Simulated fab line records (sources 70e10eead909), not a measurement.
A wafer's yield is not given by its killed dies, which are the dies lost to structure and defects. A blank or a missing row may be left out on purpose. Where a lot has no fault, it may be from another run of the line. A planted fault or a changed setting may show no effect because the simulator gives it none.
Problem report in the 8D (eight disciplines) form, filled by code | flow nand_harc | the parts of the form that need people (team, actions taken, sign-off) are left out

## 1. THE PROBLEM
Mean of cd_nm at NHARC_P_M1_CD_MEAS_09: 136.6 nm over 2 wafers from 1 lot, against 130.0 nm (standard deviation 0.67) on wafers with no fault. Measured from the usual mean, that is +9.9 standard deviations.
The step: target cd 130 nm.
Earliest sighting: wafer L911.2 on cd_sem-02 at day 13 07:58. The record holds 39 wafers of 13 lots with a number at this step. Rule for "out" (also "out of limits"): further than 4 standard deviations from the usual mean. All remaining wafers that have a number are taken as sound.

## 2. WHAT IT IS, AND WHAT IT ISN'T
question                    | is                | is not
which readings at this step | cd_nm             | -
which lots                  | L911              | L894, L896, L897, L899, L900, L901, L906, L908, L912, L914, L916, L917
which wafers of those lots  | L911.2, L911.3    | L911.4
read on which gauges        | cd_sem-02         | cd_sem-01, cd_sem-03
when                        | from day 13 07:58 | up to then (25 sound wafers); but 12 sound wafers of L912, L914, L916, L917 came after

## 3. SUSPECTS, AND WHAT RULES EACH OUT
Counting: if a tool at a process step up to the reading ran every lot that is out, it stays a suspect. Sound lots after the first of them don't rule it out here, since some wafers of a struck lot are sound.
- the gauge at NHARC_P_M1_CD_MEAS_09: kept. All the wafers that are out were read on cd_sem-02, and no step on other tools shows them out.
- pvd_sputter-02 at NHARC_P_M0_PRE_CLEAN_29 (time 30 s): kept. It processed L911, the lot that is out, at day 13 07:53, and its most recent sound lot before then was L906 at day 11 02:37. NHARC_P_M0_PRE_CLEAN_29 gives no start for some lots, so the hours and the order of its lots are those of NHARC_P_M1_PEB_07.
- litho_track-04 at NHARC_P_M1_PEB_07 (peb time 65 s): kept. It processed L911, the lot that is out, at day 13 07:53, and its most recent sound lot before then was L908 at day 12 08:41.
pvd_sputter-02 at NHARC_P_M0_PRE_CLEAN_29, litho_track-04 at NHARC_P_M1_PEB_07 and cd_sem-02 at NHARC_P_M1_CD_MEAS_09 are what is left after counting.

## 4. THE CAUSE (what the simulator had put in)
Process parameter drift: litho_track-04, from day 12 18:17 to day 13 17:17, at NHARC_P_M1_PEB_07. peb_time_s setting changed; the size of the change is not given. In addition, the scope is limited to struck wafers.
Of the 3 suspects that counting leaves, this tool is one.

## 5. THE CHAIN OF EFFECTS, in route order
Rows list readings where the struck wafers' mean (over those with a number) sits beyond 3 standard deviations from the usual. Only readings for which the record gives a usual standard deviation are gone through. hours: the time from each lot's start at the first step in this table that gives one to its start at this step, as a median over the lots. sigmas: the change in usual standard deviations.
hours | step                  | reading | usual    | on struck wafers | change | sigmas
0     | NHARC_P_M1_CD_MEAS_09 | cd_nm   | 130.0 nm | 136.6            | +6.6   | +9.9
At these later measuring or inspecting steps, every struck wafer for which the step has a row has a number for every such reading, and none has moved that far: NHARC_P_M1_OVL_MEAS_10, NHARC_P_M1_INSPECT_11.

## 6. WHAT WOULD HAVE CAUGHT IT SOONER
The first out-of-limits reading at a measuring or inspecting step in this record came at day 13 07:58, 14 hours after the fault's start at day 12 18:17.
Each of the lots that are out, 1 in all, had begun NHARC_P_M1_PEB_07 on litho_track-04 no later than day 13 07:58. Had the tool been put on hold then, not one of them would have been saved.
